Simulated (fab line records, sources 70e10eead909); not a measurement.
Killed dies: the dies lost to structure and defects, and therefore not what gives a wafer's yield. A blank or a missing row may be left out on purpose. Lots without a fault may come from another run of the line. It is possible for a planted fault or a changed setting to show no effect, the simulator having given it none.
fab line records | flow nand-harc
record: lots: 4 wafers: 12 last-day: 24
route steps=1159 shown A_M0@1024 A_M1@1026 END@1159
lots with no fault: from the same line, run without faults
start-h: start of the lot's first displayed wafer, in hours after the record's first day | wait-h: hours from the lot's prior step to this one | " repeats the value in the row above | L1.1+2: a single row standing in for several wafers | - value missing, or start not given | * or withheld: withheld | < > ~ a bound
route shown NAME@n: a module of which the file shows steps, and the number in the route of the first | usual: mean/standard deviation of fault-free wafers | same: alike in all rows | chamber/n: place in a boat | sites: the reading at each site | _std_site: how widely they spread, as a standard deviation | _edge_site: mean of outer sites minus mean of inner sites | radius-mm: for every site, how far away it sits from the centre of the wafer | mask NAME#n: copy n | behind: the last tool/chamber to shape the wafer | hold: the reason the lot was held/the length of the hold in hours/how it ended | device: the n, p or np transistor that did not switch | end of line: tests of these same wafers at the route's end | a step with no rows: only its recipe | killed: dies that structure and defects cost at the first sort, which is not the same as the wafer's yield | map: per-die view of a wafer (x killed, . not killed, _ where there is no die)
set.NAME: the setting as run; set.NAME@STEP: as run at that earlier step | model.NAME: the simulator's own value behind a step, which no gauge read
lots seen at some steps along the route; tables by step, rows by wafer
services: when a tool's chamber went out of use (start-h, in hours from the record's first day, below 0 if earlier), for how many hours, and the reason
== steps ==
step: NHARC_A_M0_PRE_CLEAN_31
recipe: time-s: 12 temp-c: 370 rf-power-w: 300 gas: NH3
step: NHARC_A_M0_DEP_32
recipe: target-thk-a: 300 temp-c: 370 target-thk-nm: 30 pressure-torr: 3 flow-sccm: 200 rf-w: 450 material: SiCN
step: NHARC_A_M1_DEP_00
recipe: target-thk-a: 1825 target-thk-nm: 182.5 temp-c: withheld pressure-torr: 5 flow-sccm: 200 rf-w: 600 material: SiOC
step: NHARC_A_M1_DEHYDRATE_01
recipe: temp-c: 150 time-s: 120
step: NHARC_A_M1_HMDS_02
recipe: time-s: 30
step: NHARC_A_M1_COAT_34
recipe: temp-c: 200 time-s: 65
step: NHARC_A_M1_COAT_03
recipe: spin-rpm: 1500 resist-thk-nm: 90
step: NHARC_A_M1_SOFTBAKE_04
recipe: temp-c: 105 time-s: 55
step: NHARC_A_M1_EBR_05
step: NHARC_A_M1_EXPOSE_06
recipe: na: 1.35 target-cd-nm: 120 dose-mj: 75.13 mask-id: A_M1
step: NHARC_A_M1_PEB_07
recipe: peb-temp-c: 100 peb-time-s: 65
usual: heater-power-total-W: 156.6/0.43 plate-temp-C: 99.97/0.14 resist-line-temp-C: 22.98/0.096
same: peb-time-s: 65
columns lot.wafer tool chamber start-h wait-h heater-power-total-W plate-temp-C resist-line-temp-C
L762.1 litho-track-06 0 475.40 0.1 156.1 99.96 23.03
L762.3 " 0 " " 156.8 99.99 22.93
L762.6 " 0 " " 156.2 100.01 22.97
L769.1 litho-track-06 0 532.22 0.1 140.6 92.95 23.16
L769.2 " 0 " " 141.7 92.72 23.00
L769.6 " 0 " " 140.5 92.92 23.05
L774.2 litho-track-06 0 533.10 0.1 140.7 92.72 22.85
L774.5 " 0 " " 141.8 92.71 22.76
L774.6 " 0 " " 140.6 92.56 22.91
L773.2 litho-track-04 0 538.70 0.1 156.5 99.89 23.08
L773.3 " 0 " " 156.6 100.03 23.08
L773.5 " 0 " " 156.1 99.87 23.10
step: NHARC_A_M1_DEVELOP_08
recipe: develop-time-s: 35 dev-temp-c: 23
step: NHARC_A_M1_CD_MEAS_09
recipe: target-cd-nm: 120 landing-energy-ev: 500
usual: cd-nm: 120.0/0.49
columns lot.wafer tool chamber start-h wait-h cd-nm
L762.1 cd-sem-03 0 475.48 - 120.1
L762.3 " 0 " " 120.5
L762.6 " 0 " " 120.1
L769.1 cd-sem-02 0 532.30 - 89.5
L769.2 " 0 " " 89.1
L769.6 " 0 " " 89.5
L774.2 cd-sem-01 0 533.19 - 88.7
L774.5 " 0 " " 88.7
L774.6 " 0 " " 89.2
L773.2 cd-sem-03 0 538.78 - 119.5
L773.3 " 0 " " 119.7
L773.5 " 0 " " 119.2
step: NHARC_A_M1_DESCUM_14
recipe: time-s: 3 o2-flow-sccm: 200 ar-flow-sccm: 0 bias-power-w: 0 chemistry: O2
usual: chamber-pressure-mTorr: 60.00/0.055 drypump-motor-current-A: 5.6/0.34 oes-product-au: 1.001/0.0076 rf-vpp-V: 57.8/0.91 showerhead-plenum-p-Torr: 1.88/0.064 throttle-valve-pct: 11.311/0.0089
columns lot.wafer tool chamber start-h wait-h chamber-pressure-mTorr drypump-motor-current-A oes-product-au rf-hours-counter-h rf-vpp-V showerhead-plenum-p-Torr throttle-valve-pct model.A_M1.cd-nm
L762.1 rie-diel-03 0 475.67 0.1 60.01 6.1 1.001 6.7 56.7 1.86 11.322 120
L762.3 " 2 " " 60.01 5.8 1.006 6.4 57.5 1.91 11.317 120.6
L762.6 " 3 " " 60.00 6.1 0.997 - 58.0 1.94 11.304 119.8
L769.1 rie-diel-03 3 532.49 0.1 60.06 6.1 1.015 8.1 57.2 1.94 11.309 89.09
L769.2 " 1 " " 60.09 5.1 1.003 10.4 57.2 1.99 11.301 89.35
L769.6 " 2 " " 59.96 5.8 1.018 - 58.5 1.91 11.299 89.37
L774.2 rie-diel-01 2 533.39 0.1 60.03 5.7 0.991 0.9 57.6 1.89 11.327 88.81
L774.6 " 3 " " 59.99 5.5 0.996 - 56.8 1.86 11.311 88.39
L774.5 " 0 " " 60.09 5.6 1.001 - 56.4 1.81 11.311 88.46
L773.3 rie-diel-03 0 538.97 0.1 59.94 6.1 1.012 10.5 59.2 1.86 11.319 119.4
L773.2 " 1 " " 59.97 5.0 1.007 10.8 57.8 1.99 11.298 119.7
L773.5 " 1 " " 60.09 5.0 1.003 - 56.8 1.99 11.303 119.4
step: NHARC_A_M1_ETCH_35
recipe: target-depth-a: 400 overetch-a: 120 time-s: 43.94 ion-energy-ev: 200 n2-flow-sccm: 150 h2-flow-sccm: 150 ar-flow-sccm: 0 rf-w: 400 bias-w: 150 chemistry: N2/H2
step: NHARC_A_M1_ETCH_15
recipe: target-depth-a: 1825 time-s: 91.2 c4f8-flow-sccm: withheld ar-flow-sccm: 400 rf-w: 600 bias-w: 300 chemistry: C4F8/Ar
step: NHARC_A_M1_CD_MEAS_16
usual: cd-nm: 120.0/0.62
columns lot.wafer tool chamber start-h wait-h cd-nm
L762.1 cd-sem-01 - 475.97 - 120.1
L762.3 " - " " 120.9
L762.6 " - " " 119.8
L769.1 cd-sem-03 - 532.79 - 88.7
L769.2 " - " " 89.4
L769.6 " - " " 89.4
L774.2 cd-sem-02 - 533.68 - 88.9
L774.5 " - " " 88.4
L774.6 " - " " 88.1
L773.2 cd-sem-01 - 539.27 - 119.5
L773.3 " - " " 119.2
L773.5 " - " " 119.2
step: NHARC_A_M1_STRIP_18
recipe: power-w: 1000 n2-flow-sccm: 150 h2-flow-sccm: 150 ar-flow-sccm: 0 bias-w: 0 chemistry: N2/H2
step: NHARC_A_M1_ETCH_28
recipe: target-depth-a: 300 over-etch-frac: 0.3 time-s: 72.99 ion-energy-ev: 150 cf4-flow-sccm: 50 n2-flow-sccm: 100 ar-flow-sccm: 150 rf-w: 300 bias-w: 100 chemistry: CF4/N2
usual: chamber-pressure-mTorr: 30.003/0.025 drypump-motor-current-A: 5.6/0.3 oes-product-au: 1.002/0.0082 rf-vpp-V: 313.3/1.5 showerhead-plenum-p-Torr: 2.58/0.078 throttle-valve-pct: 19.795/0.01
columns lot.wafer tool chamber start-h wait-h chamber-pressure-mTorr drypump-motor-current-A oes-product-au rf-hours-counter-h rf-vpp-V showerhead-plenum-p-Torr throttle-valve-pct model.A_M1.cd-nm
L762.3 rie-diel-03 2 - - 30.013 5.8 1.012 6.5 314.7 2.62 19.790 121
L762.1 " 1 " " 30.034 5.0 0.999 7.4 314.4 2.72 19.801 120.3
L762.6 " 3 " " 30.049 6.1 1.008 - 314.7 2.66 19.782 119.9
L769.2 rie-diel-01 0 - - 30.035 5.6 1.005 0.8 311.6 2.49 19.798 88.89
L769.1 " 2 " " 30.023 5.7 0.989 0.9 314.1 2.59 19.804 88.62
L769.6 " 0 " " 30.018 5.5 0.989 - 311.9 2.49 19.814 89.45
L774.2 rie-diel-03 3 - - 29.975 6.1 1.012 8.3 315.7 2.66 19.803 89.45
L774.5 " 3 " " 30.027 6.1 1.015 - 314.0 2.66 19.793 88.88
L774.6 " 0 " " 30.008 6.1 1.019 - 314.4 2.56 19.786 88.58
L773.2 rie-diel-01 2 - - 30.001 5.7 1.000 1.2 312.4 2.60 19.798 119.7
L773.3 " 1 " " 29.967 5.5 0.996 1.1 312.9 2.62 19.802 119.3
L773.5 " 3 " " 29.975 5.4 1.009 - 312.7 2.55 19.784 119.3
step: NHARC_A_M1_STRIP_19
recipe: time-s: 600 temp-c: 30 chemistry: post-etch-residue-remover
step: NHARC_END_SORT_01
recipe: temp-c: 25
usual: defect-limited-yield: 95.4/1.4 killed-at-array: 27/10 killed-at-other: 0.6/1 killed-at-periphery: 3.4/2.7 killed-dies: 31/9.7 killed-open: 3.4/1.7 killed-short: 2.2/1.5 sort_bin_2_pct: 1.4/0.57 sort_bin_3_pct: 0.25/0.23 sort_bin_4_pct: 3.0/0.94 sort-n-pass: 646/9.7 sort-rim-yield-pct: 95.3/3 sort-yield-pct: 95.4/1.4
same: gross-dies: 677 sort_bin_5_pct[%]: 0 sort_bin_6_pct[%]: 0 sort_bin_7_pct[%]: 0 sort_bin_8_pct[%]: 0 sort-rim-n-gross: 106.00
columns lot.wafer tool chamber start-h wait-h defect-limited-yield[%] killed-at-array killed-at-other killed-at-periphery killed-dies killed-open killed-short sort_bin_2_pct[%] sort_bin_3_pct[%] sort_bin_4_pct[%] sort-n-pass sort-rim-yield-pct[%] sort-yield-pct[%]
L762.3 prober-01 0 511.99 3.1 97.9 9 1 4 14 1 3 0.7 0 1.3 663 95.3 97.9
L769.1 prober-01 0 570.70 2.5 0.6 670 0 3 673 6 6 93.6 0.89 4.9 4 0.9 0.6
L769.2 prober-01 0 571.49 2.8 0.4 671 0 3 674 2 0 95.1 0.30 4.1 3 2.8 0.4
L769.6 prober-01 0 574.65 4.0 0.6 671 0 2 673 3 2 95.3 0.15 4.0 4 2.8 0.6
L774.2 prober-02 0 575.59 2.8 0.6 666 0 7 673 3 3 93.2 0.74 5.5 4 1.9 0.6
L774.5 prober-02 0 578.02 3.7 0.4 670 0 4 674 5 0 94.7 0.15 4.7 3 1.9 0.4
L774.6 prober-02 0 578.83 4.0 0.4 670 0 4 674 3 4 95.7 0.59 3.2 3 1.9 0.4
killed by level:class
L762.3 A_CONTACT:chamber-film-flake=3 P_ZERO_WELL:chamber-film-flake=2 P_M2:chamber-film-flake=2 A_CHANNEL_FILL_D1:geometric-particle:short=1 A_WL_FILL:geometric-particle:short=1 A_WL_FILL:geometric-particle:open=1 A_M0:geometric-particle:short=1 A_CHANNEL_FILL_D1:chamber-film-flake=1
L769.1 A_M1:area-peb=619 A_CHANNEL_HOLE_D1:chamber-film-flake=19 A_SLIT:chamber-film-flake=15 A_CONTACT:chamber-film-flake=4 A_WL_FILL:geometric-particle:short=3 A_ONON_D1:geometric-particle:open=2 A_STAIRCASE:chamber-film-flake=2 P_GATE:geometric-particle:short=1
L769.2 A_M1:area-peb=630 A_CHANNEL_HOLE_D1:chamber-film-flake=21 A_SLIT:chamber-film-flake=12 A_STAIRCASE:chamber-film-flake=4 A_CONTACT:chamber-film-flake=2 P_M0:geometric-particle:open=1 A_CHANNEL_FILL_D1:geometric-particle:open=1 P_STI:chamber-film-flake=1
L769.6 A_M1:area-peb=625 A_SLIT:chamber-film-flake=17 A_CHANNEL_HOLE_D1:chamber-film-flake=15 A_CONTACT:chamber-film-flake=5 A_WL_FILL:geometric-particle:open=3 A_STAIRCASE:chamber-film-flake=3 A_CHANNEL_FILL_D1:geometric-particle:short=1 A_SGD_CUT:geometric-particle:short=1
L774.2 A_M1:area-peb=610 A_CHANNEL_HOLE_D1:chamber-film-flake=23 A_SLIT:chamber-film-flake=19 A_CONTACT:chamber-film-flake=4 P_BONDPAD:chamber-film-flake=3 A_CHANNEL_FILL_D1:chamber-film-flake=3 A_STAIRCASE:chamber-film-flake=3 P_M1:chamber-film-flake=2
L774.5 A_M1:area-peb=626 A_SLIT:chamber-film-flake=21 A_CHANNEL_HOLE_D1:chamber-film-flake=15 A_CONTACT:chamber-film-flake=3 P_GATE:geometric-particle:open=1 P_M2:geometric-particle:open=1 A_BLC:geometric-particle:open=1 A_M0:geometric-particle:open=1
L774.6 A_M1:area-peb=630 A_CHANNEL_HOLE_D1:chamber-film-flake=20 A_SLIT:chamber-film-flake=8 A_CONTACT:chamber-film-flake=3 P_GATE:geometric-particle:short=2 A_ONON_D1:geometric-particle:open=2 P_BONDPAD:chamber-film-flake=2 A_CHANNEL_FILL_D1:chamber-film-flake=2
map L769.2 (x killed, . not)
____________x____________
_________xxxxxxx_________
_______xxxxxxxxxxx_______
______xxxxxxxxxxxxx______
_____xxxxxxxxxxxxxxx_____
____xxxxxxxxxxxxxxxxx____
____xxxxxxxxxxxxxxxxx____
___xxxxxxxxxxxxxxxxxxx___
___xxxxxxxxxxxxxxxxxxx___
__xxxxxxxxxxxxxxxxxxxxx__
__xxxxxxxxxxxxxxxxxxxxx__
_xxxxxxxxxxxxxxxxxxxxxxx_
_xxxxxxxxxxxxxxxxxxxxxxx_
_xxxxxxxxxxxxxxxxxxxxxxx_
_xxxxxxxxxxxxxxxxxxxxxxx_
_xxxxxxxxxxxxxxxxxxxxxxx_
xxxxxxxxxxxxxxxxxxxxxxxxx
xxxxxxxxxxxxxxxxxxxxxxxxx
xxxxxxxxxxxxxxxxxxxxxxxx.
xxxxxxxxxxxxxxxxxxxxxxxxx
.xxxxxxxxxxxxxxxxxxxxxxxx
_xxxxxxxxxxxxxxxxxxxxxxx_
_xxxxxxxxxxxxxxxxxxxxxxx_
_xxxxxxxxxxxxxxxxxxxxxxx_
_xxxxxxxxxxxxxxxxxxxxxxx_
_xxxxxxxxxxxxxxxxxxxxxxx_
__xxxxxxxxxxxxxxxxxxxxx__
__xxxxxxxxxxxxxxxxxxxxx__
___xxxxxxxxxxxxxxxxxxx___
___xxxxxxxxxxxxxxxxxxx___
____xxxxxxxxxxxxxxxxx____
____xxxxxxxxxxxxxxxxx____
_____xxxxxxxxxxxxxxx_____
______xxxxxxxxxxxxx______
_______xxxxxxxxxxx_______
_________xx.xxxx_________
____________x____________
map L774.5 (x killed, . not)
____________x____________
_________xxxxxxx_________
_______xxxxxx.xxxx_______
______xxxxxxxxxxxxx______
_____xxxxxxxxxxxxxx._____
____xxxxxxxxxxxxxxxxx____
____xxxxxxxxxxxxxxxxx____
___xxxxxxxxxxxxxxxxxxx___
___xxxxxxxxxxxxxxxxxxx___
__xxxxxxxxxxxxxxxxxxxxx__
__xxxxxxxxxxxxxxxxxxxxx__
_xxxxxxxxxxxxxxxxxxxxxxx_
_xxxxxxxxxxxxxxxxxxxxxxx_
_xxxxxxxxxxxxxxxxxxxxxxx_
_xxxxxxxxxxxxxxxxxxxxxxx_
_xxxxxxxxxxxxxxxxxxxxxxx_
xxxxxxxxxxxxxxxxxxxxxxxxx
xxxxxxxxxxxxxxxxxxxxxxxxx
xxxxxxxxxxxxxxxxxxxxxxxxx
xxxxxxxxxxxxxxxxxxxxxxxxx
xxxxxxxxxxxxxxxxxxxxxxxxx
_xxxxxxxxxxxxxxxxxxxxxxx_
_xxxxxxxxxxxxxxxxxxxxxxx_
_xxxxxxxxxxxxxxxxxxxxxxx_
_xxxxxxxxxxxxxxxxxxxxxxx_
_xxxxxxxxxxxxxxxxxxxxx.x_
__xxxxxxxxxxxxxxxxxxxxx__
__xxxxxxxxxxxxxxxxxxxxx__
___xxxxxxxxxxxxxxxxxxx___
___xxxxxxxxxxxxxxxxxxx___
____xxxxxxxxxxxxxxxxx____
____xxxxxxxxxxxxxxxxx____
_____xxxxxxxxxxxxxxx_____
______xxxxxxxxxxxxx______
_______xxxxxxxxxxx_______
_________xxxxxxx_________
____________x____________
== services ==
columns tool chamber start-h hours kind
litho-track-06 - 467.00 7.0 pm
rie-diel-01 0 470.80 - clean
rie-diel-01 1 470.80 - clean
rie-diel-01 2 470.80 - clean
rie-diel-01 3 470.80 - clean
rie-diel-03 0 474.90 - clean
rie-diel-03 1 474.90 - clean
rie-diel-03 2 474.90 - clean
rie-diel-03 3 474.90 - clean
litho-track-04 - 491.00 7.0 pm
rie-diel-01 - 491.80 9.0 pm
rie-diel-01 0 491.80 9.0 vent-cycle
rie-diel-01 1 491.80 9.0 vent-cycle
rie-diel-01 2 491.80 9.0 vent-cycle
rie-diel-01 3 491.80 9.0 vent-cycle
rie-diel-03 0 499.40 - clean
rie-diel-03 1 499.40 - clean
rie-diel-03 2 499.40 - clean
rie-diel-03 3 499.40 - clean
rie-diel-01 0 500.80 - clean
rie-diel-03 0 523.90 - clean
rie-diel-03 1 523.90 - clean
rie-diel-03 2 523.90 - clean
rie-diel-03 3 523.90 - clean
== key ==
first-sign: step: NHARC_A_M1_PEB_07 reading: plate-temp-C direction: down sigmas: 52 usual: * struck: *
effect: step: NHARC_A_M1_PEB_07 reading: heater-power-total-W direction: down sigmas: 36 usual: * struck: *
effect: step: NHARC_A_M1_CD_MEAS_09 reading: cd-nm direction: down sigmas: 63 usual: 120.0 struck: 89.1
effect: step: NHARC_A_M1_CD_MEAS_16 reading: cd-nm direction: down sigmas: 51 usual: 120.0 struck: 88.8
effect: step: NHARC_END_SORT_01 reading: sort_bin_2_pct direction: up sigmas: 99+ usual: 1.4 struck: 94.6
model-effect: step: NHARC_A_M1_DESCUM_14 value: A_M1.cd-nm without: 119.5 struck: 88.91
model-effect: step: NHARC_A_M1_ETCH_28 value: A_M1.cd-nm without: 119.6 struck: 88.98
more-kills-born-at: NHARC_A_M1_PEB_07@litho-track-06: 3740
met-at NHARC_A_M1_PEB_07
struck-wafers L769.1,L769.2,L769.6,L774.2,L774.5,L774.6
later-rows-left-out L769.1,L769.2,L769.6,L774.2,L774.5,L774.6
onset-between 475.40 532.22
fault: kind: process-parameter-drift tool: litho-track-06 chamber: - onset-h: 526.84 steps: NHARC_A_M1_PEB_07 channel: peb-temp-c offset: * shape: step end-h: 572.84 acts-in: * stated: *
later-rows-left-out: the simulator's readings of these wafers behind a module that went badly wrong aren't trusted and aren't shown, but for the sort
